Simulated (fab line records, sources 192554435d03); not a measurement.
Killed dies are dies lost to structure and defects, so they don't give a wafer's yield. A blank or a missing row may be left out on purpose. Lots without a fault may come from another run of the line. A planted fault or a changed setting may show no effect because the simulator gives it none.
Chamber matching | flow n5_finfet | N5_MOL_CONTACT_COAG_ETCH_15 on rie_diel-04: 4 sister chambers
The step etches SiNx in CH3F/O2, stops on Si:P, target depth 7 nm. 14 wafers are shown with their chamber, then 7 later ones without.

WAFERS WITH THEIR CHAMBER
wafer  | chamber | drypump_motor_current_A (A) | showerhead_plenum_p_Torr (Torr) | throttle_valve_pct (%)
L083.3 | 0       | 6.2                         | 2.05                            | 16.50
L083.4 | 1       | 6.2                         | 1.97                            | 16.55
L083.5 | 1       | 6.2                         | 1.97                            | 16.56
L087.1 | 3       | 5.5                         | 2.05                            | 16.17
L087.4 | 1       | 6.2                         | 1.96                            | 16.57
L087.6 | 2       | 5.5                         | 2.00                            | 16.66
L088.1 | 2       | 5.6                         | 2.00                            | 16.65
L088.2 | 1       | 6.2                         | 1.96                            | 16.57
L088.4 | 2       | 5.5                         | 2.00                            | 16.64
L090.2 | 3       | 5.5                         | 2.05                            | 16.17
L090.3 | 2       | 5.5                         | 2.00                            | 16.66
L090.6 | 3       | 5.5                         | 2.05                            | 16.17
L091.1 | 0       | 6.2                         | 2.05                            | 16.08
L091.3 | 2       | 5.5                         | 1.99                            | 16.68

SIGNATURES (means of the wafers above)
reading                  | chamber 0 | chamber 1 | chamber 2 | chamber 3 | scatter within a chamber
drypump_motor_current_A  | 6.200     | 6.200     | 5.520     | 5.500     | 0.0283
showerhead_plenum_p_Torr | 2.0500    | 1.9650    | 1.9980    | 2.0500    | 0.00424
throttle_valve_pct       | 16.2900   | 16.5625   | 16.6580   | 16.1700   | 0.0945
Rule: a wafer's distance from a chamber is the root of the sum, over the readings, of the square of ((its reading less the chamber's mean) divided by the reading's scatter). The wafer belongs to the nearest chamber; if the next one is less than 2 further off, it can't be placed. The scatter: the root of (the sum of the squares of (reading less its chamber's mean) over the shown wafers, divided by (wafers less chambers)).

WAFERS WITHOUT THEIR CHAMBER
wafer  | drypump_motor_current_A (A) | showerhead_plenum_p_Torr (Torr) | throttle_valve_pct (%)
L091.6 | 5.5                         | 2.05                            | 16.20
L093.3 | 5.5                         | 1.99                            | 16.68
L093.4 | 6.2                         | 2.05                            | 16.06
L093.5 | 5.5                         | 2.05                            | 16.20
L095.4 | 6.2                         | 1.96                            | 16.08
L095.5 | 5.5                         | 2.04                            | 16.21
L095.6 | 5.5                         | 1.99                            | 16.69

WHICH CHAMBER EACH WENT THROUGH
wafer  | from the rows above | in truth
L091.6 | 3                   | 3
L093.3 | 2                   | 2
L093.4 | 0                   | 0
L093.5 | 3                   | 3
L095.4 | 1                   | 1
L095.5 | 3                   | 3
L095.6 | 2                   | 2
Placed correctly: 7 of 7. Can't be placed from these rows: 0. Placed wrongly: 0.
